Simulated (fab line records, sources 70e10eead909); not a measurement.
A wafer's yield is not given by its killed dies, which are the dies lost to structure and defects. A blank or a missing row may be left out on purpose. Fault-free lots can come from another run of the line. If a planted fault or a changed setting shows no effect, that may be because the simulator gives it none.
Struck lot and sound lot, side by side | flow nand harc | 27 steps out of a route of 1302
Sound: the wafers L980.2, L980.4, L980.6. Wafers L971.3, L971.4, L971.6 were the ones struck. Last of all comes the cause.
At each step with rows: each side's tool, then ch and its chambers, then its first start. Under that, the readings that differ: sound wafers | struck wafers | difference of the means | sigmas: that difference in standard deviations of wafers without a fault.
alike: a reading whose means differ by less than 2 such deviations, as well as words and numbers matching on both sides. not compared: withheld readings; readings where some wafer has no value; bounds like >300 that might hide an equal value; numbers whose values overlap and for which the record gives no deviation.
A row with sigmas, a row that says differs or no value, or rows on one side alone: a step with any of these is where the two part. Numbers that don't overlap but have no deviation are shown without sigmas and don't part them. Lack of a reading on every wafer of one side parts them only where that side has two or more wafers.

NHARC_P_ZERO_WELL_INSPECT_43:
  sound on defect inspect-01 at day 7 03:35; struck on defect inspect-02 at day 3 09:45
  alike: raw defect count
then, 11 steps without rows for these wafers: NHARC_P_STI_ETCH_26 (etches SiO2 in dHF, target depth 11 nm); NHARC_P_STI_PRECLEAN_27 (cleans in SC1); NHARC_P_STI_SRD_28; NHARC_P_STI_OXIDE_29 (material SiO2, target thk 10 nm, ox time 1362 s); NHARC_P_STI_HM_DEP_30 (deposits Si3N4, target thk 80 nm, time 873 s); NHARC_P_STI_DEHYDRATE_01 (time 120 s); NHARC_P_STI_HMDS_02 (time 30 s); NHARC_P_STI_COAT_41 (time 65 s); NHARC_P_STI_COAT_03 (resist thk 600 nm); NHARC_P_STI_SOFTBAKE_04 (time 70 s); NHARC_P_STI_EBR_05.
NHARC_P_STI_EXPOSE_06: exposes mask P STI, target cd 200 nm.
  sound on krf scanner-02 ch 0, day 7 18:38; struck on krf scanner-01 ch 0, day 4 03:24
  reading | sound                   | struck                           | difference | sigmas
  mask    | P_STI#0 P_STI#0 P_STI#0 | P_STI_R1#0 P_STI_R1#0 P_STI_R1#0 | differs    |
then, 2 steps without rows for these wafers: NHARC_P_STI_PEB_07 (peb time 80 s); NHARC_P_STI_DEVELOP_08 (time 50 s).
NHARC_P_STI_CD_MEAS_09 targets a cd of 200 nm.
  sound on cd sem-01 ch 0, day 7 18:47; struck on cd sem-03 ch 0, day 4 03:33
  reading    | sound             | struck            | difference | sigmas
  cd nm (nm) | 201.2 200.3 200.6 | 222.7 222.8 222.5 | +22.0      | +13
NHARC_P_STI_OVL_MEAS_10:
  sound on overlay-01 at day 7 18:52; struck on overlay-02 at day 4 03:38
  alike: overlay x nm, overlay y nm
NHARC_P_STI_INSPECT_11:
  sound on defect inspect-02 at day 7 18:55; struck on defect inspect-01 at day 4 03:40
  alike: raw defect count
then, 1 step without rows for these wafers: NHARC_P_STI_HARDBAKE_13 (time 65 s).
NHARC_P_STI_DESCUM_14: chemistry O2, time 3 s.
  sound on rie diel-09 ch 2,3, day 7 19:03; struck on rie diel-10 ch 0,1,2, day 4 03:49
  reading                | sound             | struck            | difference | sigmas
  oes product au (a.u.)  | 1.027 1.018 1.020 | 1.005 1.000 1.000 | -0.020     | -2
  model.P_STI.cd nm (nm) | 201.1 200.3 200.3 | 222.7 223.2 222.3 | +22.2      |
  alike: drypump motor current A, o2 flow sccm, rf vpp V, showerhead plenum p Torr, throttle valve pct
  not compared: rf hours counter h
NHARC_P_STI_ETCH_42: etches the open film in N2/H2, target depth 80 nm, overetch 24 nm, time 61 s.
  sound on rie diel-09 ch 1,3, day 7 19:08; struck on rie diel-10 ch 1,3, day 4 03:53
  reading                     | sound       | struck      | difference | sigmas
  drypump motor current A (A) | 5.9 6.1 5.8 | 5.1 5.0 5.0 | -0.9       | -2
  alike: h2 flow sccm, oes product au, rf vpp V, showerhead plenum p Torr, throttle valve pct
  not compared: rf hours counter h
NHARC_P_STI_ETCH_31: etches the open film in CF4/CHF3, target depth 108.9 nm, time 54.5 s.
  sound on rie diel-09 ch 0,1,2; struck on rie diel-10 ch 2,3
  alike: chf3 flow sccm, drypump motor current A, oes product au, rf vpp V, showerhead plenum p Torr, throttle valve pct
  not compared: rf hours counter h
NHARC_P_STI_ETCH_15: etches the open film in HBr/Cl2, target depth 300 nm, time 100.1 s.
  sound on rie si-02 ch 2,3, day 7 19:20; struck on rie si-05 ch 0,1,2, day 4 04:07
  reading                | sound             | struck            | difference | sigmas
  model.P_STI.cd nm (nm) | 199.9 199.7 199.4 | 222.1 223.2 222.3 | +22.9      |
  alike: drypump motor current A, he backside leak sccm, oes product au, throttle valve pct
  not compared: rf hours counter h
NHARC_P_STI_CD_MEAS_16:
  sound on cd sem-03 at day 7 19:29; struck on cd sem-01 at day 4 04:15
  reading    | sound             | struck            | difference | sigmas
  cd nm (nm) | 199.8 199.4 199.4 | 222.1 222.9 222.4 | +22.9      | +13
NHARC_P_STI_OCD_MEAS_17:
  sound on ocd-01 at day 7 19:35; struck on ocd-02 at day 4 04:20
  reading                | sound             | struck            | difference | sigmas
  trench foot cd nm (nm) | 159.3 158.2 158.5 | 181.3 181.3 180.7 | +22.4      | +13
  alike: trench depth nm
then, 1 step without rows for these wafers: NHARC_P_STI_STRIP_19 (strips in SPM, time 900 s).
-- jump in the record: it breaks off in module P_STI and resumes in module END (first step shown: number 1302 of the route), and 21 days separate the struck wafers' starts before and after --
NHARC_END_SORT_01:
  sound on prober-02 ch 0, day 29 01:01; struck on prober-02 ch 0, day 25 08:26
  reading             | sound | struck  | difference | sigmas
  killed at periphery | 3 3 3 | 9 13 15 | +9         | +3
  alike: killed at array, killed at other, killed dies, killed open, killed short

WHERE THEY PART
At NHARC_P_STI_EXPOSE_06 first; at NHARC_END_SORT_01 last (within this record only).

WHY: what had been put in by the simulator
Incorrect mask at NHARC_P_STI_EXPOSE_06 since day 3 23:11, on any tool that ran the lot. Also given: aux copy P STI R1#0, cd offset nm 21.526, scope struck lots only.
